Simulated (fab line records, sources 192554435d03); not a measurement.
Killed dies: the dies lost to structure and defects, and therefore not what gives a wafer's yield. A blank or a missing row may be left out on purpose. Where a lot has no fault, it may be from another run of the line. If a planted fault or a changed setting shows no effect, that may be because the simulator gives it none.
Lot-split experiment / flow n5 finfet / 21 wafers read from 7 lots, route of 1938 steps

== THE SPLIT ==
At N5_BEOL_M4_COAT_05 (resist thk 30 nm), the setting spin rpm was moved away from the recipe's 1500 rpm on 8 of the 21 wafers read, by -11.0% to +3.4%. All remaining wafers had this setting at the recipe value.

== FROM THE SPLIT TO THE READING: what the file shows between them, 4 steps ==
- N5_BEOL_M4_EBR_07
- N5_BEOL_M4_SOFTBAKE_06: time 60 s
- N5_BEOL_M4_EXPOSE_08: exposes mask M4
- N5_BEOL_M4_PEB_09: peb time 60 s

== THE READING ==
CAR-EUV_of_BEOL_M4_COAT_05.thk nm (the simulator's own value, which no gauge read), in nm, at N5_BEOL_M4_DEVELOP_10 (develop time 30 s). There is no usual value for it anywhere in the file. Here, 13 wafers ran the recipe; their average is 29.6 nm with a standard deviation of 0.053 nm.

wafer=L082.2; tool, chamber at the split=litho track-02, 0; spin rpm as run, rpm=1500; against the recipe=recipe; CAR-EUV_of_BEOL_M4_COAT_05.thk nm, nm=29.6; against lot-mates on the recipe=-
wafer=L082.4; tool, chamber at the split=litho track-02, 0; spin rpm as run, rpm=1500; against the recipe=recipe; CAR-EUV_of_BEOL_M4_COAT_05.thk nm, nm=29.6; against lot-mates on the recipe=-
wafer=L082.6; tool, chamber at the split=litho track-02, 0; spin rpm as run, rpm=1500; against the recipe=recipe; CAR-EUV_of_BEOL_M4_COAT_05.thk nm, nm=29.4; against lot-mates on the recipe=-
wafer=L081.1; tool, chamber at the split=litho track-02, 0; spin rpm as run, rpm=1500; against the recipe=recipe; CAR-EUV_of_BEOL_M4_COAT_05.thk nm, nm=29.6; against lot-mates on the recipe=-
wafer=L081.2; tool, chamber at the split=litho track-02, 0; spin rpm as run, rpm=1500; against the recipe=recipe; CAR-EUV_of_BEOL_M4_COAT_05.thk nm, nm=29.6; against lot-mates on the recipe=-
wafer=L081.3; tool, chamber at the split=litho track-02, 0; spin rpm as run, rpm=1500; against the recipe=recipe; CAR-EUV_of_BEOL_M4_COAT_05.thk nm, nm=29.6; against lot-mates on the recipe=-
wafer=L083.3; tool, chamber at the split=litho track-01, 0; spin rpm as run, rpm=1335; against the recipe=-11.0%; CAR-EUV_of_BEOL_M4_COAT_05.thk nm, nm=31.2; against lot-mates on the recipe=no lot-mate on the recipe
wafer=L083.4; tool, chamber at the split=litho track-01, 0; spin rpm as run, rpm=1335; against the recipe=-11.0%; CAR-EUV_of_BEOL_M4_COAT_05.thk nm, nm=31.2; against lot-mates on the recipe=no lot-mate on the recipe
wafer=L083.6; tool, chamber at the split=litho track-01, 0; spin rpm as run, rpm=1335; against the recipe=-11.0%; CAR-EUV_of_BEOL_M4_COAT_05.thk nm, nm=31.2; against lot-mates on the recipe=no lot-mate on the recipe
wafer=L087.1; tool, chamber at the split=litho track-02, 0; spin rpm as run, rpm=1500; against the recipe=recipe; CAR-EUV_of_BEOL_M4_COAT_05.thk nm, nm=29.6; against lot-mates on the recipe=-
wafer=L087.2; tool, chamber at the split=litho track-02, 0; spin rpm as run, rpm=1500; against the recipe=recipe; CAR-EUV_of_BEOL_M4_COAT_05.thk nm, nm=29.6; against lot-mates on the recipe=-
wafer=L087.3; tool, chamber at the split=litho track-02, 0; spin rpm as run, rpm=1369; against the recipe=-8.7%; CAR-EUV_of_BEOL_M4_COAT_05.thk nm, nm=31; against lot-mates on the recipe=+1.4
wafer=L088.1; tool, chamber at the split=litho track-02, 0; spin rpm as run, rpm=1500; against the recipe=recipe; CAR-EUV_of_BEOL_M4_COAT_05.thk nm, nm=29.6; against lot-mates on the recipe=-
wafer=L088.4; tool, chamber at the split=litho track-02, 0; spin rpm as run, rpm=1500; against the recipe=recipe; CAR-EUV_of_BEOL_M4_COAT_05.thk nm, nm=29.6; against lot-mates on the recipe=-
wafer=L088.6; tool, chamber at the split=litho track-02, 0; spin rpm as run, rpm=1500; against the recipe=recipe; CAR-EUV_of_BEOL_M4_COAT_05.thk nm, nm=29.6; against lot-mates on the recipe=-
wafer=L086.1; tool, chamber at the split=litho track-01, 0; spin rpm as run, rpm=1360; against the recipe=-9.3%; CAR-EUV_of_BEOL_M4_COAT_05.thk nm, nm=31.2; against lot-mates on the recipe=+1.6
wafer=L086.2; tool, chamber at the split=litho track-01, 0; spin rpm as run, rpm=1500; against the recipe=recipe; CAR-EUV_of_BEOL_M4_COAT_05.thk nm, nm=29.6; against lot-mates on the recipe=-
wafer=L086.3; tool, chamber at the split=litho track-01, 0; spin rpm as run, rpm=1360; against the recipe=-9.3%; CAR-EUV_of_BEOL_M4_COAT_05.thk nm, nm=31; against lot-mates on the recipe=+1.4
wafer=L090.2; tool, chamber at the split=litho track-01, 0; spin rpm as run, rpm=1551; against the recipe=+3.4%; CAR-EUV_of_BEOL_M4_COAT_05.thk nm, nm=29; against lot-mates on the recipe=-0.6
wafer=L090.4; tool, chamber at the split=litho track-01, 0; spin rpm as run, rpm=1551; against the recipe=+3.4%; CAR-EUV_of_BEOL_M4_COAT_05.thk nm, nm=29.2; against lot-mates on the recipe=-0.4
wafer=L090.6; tool, chamber at the split=litho track-01, 0; spin rpm as run, rpm=1500; against the recipe=recipe; CAR-EUV_of_BEOL_M4_COAT_05.thk nm, nm=29.6; against lot-mates on the recipe=-

THE FIT
A straight line over all 21 wafers: CAR-EUV_of_BEOL_M4_COAT_05.thk nm changes by -0.152 nm for each +1% of spin rpm; r = -1.00; the points scatter about the line by 0.077 nm.
The same after taking each lot's own level away (the mean of its wafers on the recipe; 18 wafers): -0.159 nm for each +1%; r = -0.99; scatter 0.066 nm.
Per that fit: largest spin rpm move, reading shift of 1.7 nm.
The span of the lots' own levels, 29.53 to 29.60 nm, comes to 1.3 times the standard deviation stated above.
The two slopes are in agreement: the lot-to-lot level therefore moves the slope only a little.
Check: with one of the wafers moved furthest among these (-9.3%) left out of the fit, the line predicts +1.44 nm for it against its lot-mates. It came out at +1.6 nm against them.

== OTHER SPLITS ON THESE WAFERS ==
Note: prior to the reading, these wafers also went through further splits. Each is held against what the fit with the lots' levels taken away leaves over:
other split on the same wafers=N5_BEOL_M3_COAT_61 spin rpm; wafers away from the commonest value=4; r with CAR-EUV_of_BEOL_M4_COAT_05.thk nm (lot level and that fit taken away)=-0.18
other split on the same wafers=N5_BEOL_M3_COAT_67 spin rpm; wafers away from the commonest value=7; r with CAR-EUV_of_BEOL_M4_COAT_05.thk nm (lot level and that fit taken away)=-0.13
other split on the same wafers=N5_BEOL_M3_EXPOSE_25 dose mj; wafers away from the commonest value=5; r with CAR-EUV_of_BEOL_M4_COAT_05.thk nm (lot level and that fit taken away)=+0.43

== THE WHOLE CHAIN: every reading that the file lists as answering this split, in the file's order ==
step=N5_BEOL_M4_COAT_05; what it does=resist thk 30 nm; reading=CAR-EUV_of_BEOL_M4_COAT_05.thk nm (the simulator's own value, which no gauge read); change (the file's fit)=-0.155 nm for each +1% of the setting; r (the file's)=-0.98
step=N5_BEOL_M4_DEVELOP_10; what it does=develop time 30 s; reading=CAR-EUV_of_BEOL_M4_COAT_05.thk nm (the simulator's own value, which no gauge read); change (the file's fit)=-0.16 nm for each +1% of the setting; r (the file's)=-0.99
step=N5_BEOL_M4_DESCUM_16; what it does=chemistry O2, time 7 s; reading=CAR-EUV_of_BEOL_M4_COAT_05.thk nm (the simulator's own value, which no gauge read); change (the file's fit)=-0.15 nm for each +1% of the setting, in a fit together with time s@BEOL_M4_DESCUM_16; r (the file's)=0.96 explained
step=N5_BEOL_M4_ETCH_74; what it does=etches underlayer in N2/H2, target depth 6.5 nm, time 5.2 s; reading=CAR-EUV_of_BEOL_M4_COAT_05.thk nm (the simulator's own value, which no gauge read); change (the file's fit)=-0.142 nm for each +1% of the setting, in a fit together with time s@BEOL_M4_DESCUM_16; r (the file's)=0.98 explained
step=N5_BEOL_M4_ETCH_63; what it does=etches SiARC in CF4, target depth 15.6 nm, time 26 s; reading=CAR-EUV_of_BEOL_M4_COAT_05.thk nm (the simulator's own value, which no gauge read); change (the file's fit)=-0.152 nm for each +1% of the setting, in a fit together with time s@BEOL_M4_DESCUM_16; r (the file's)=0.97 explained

== THE FILE'S OWN FIT ==
CAR-EUV_of_BEOL_M4_COAT_05.thk nm changes by -0.16 nm for each +1% of spin rpm, r = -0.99.
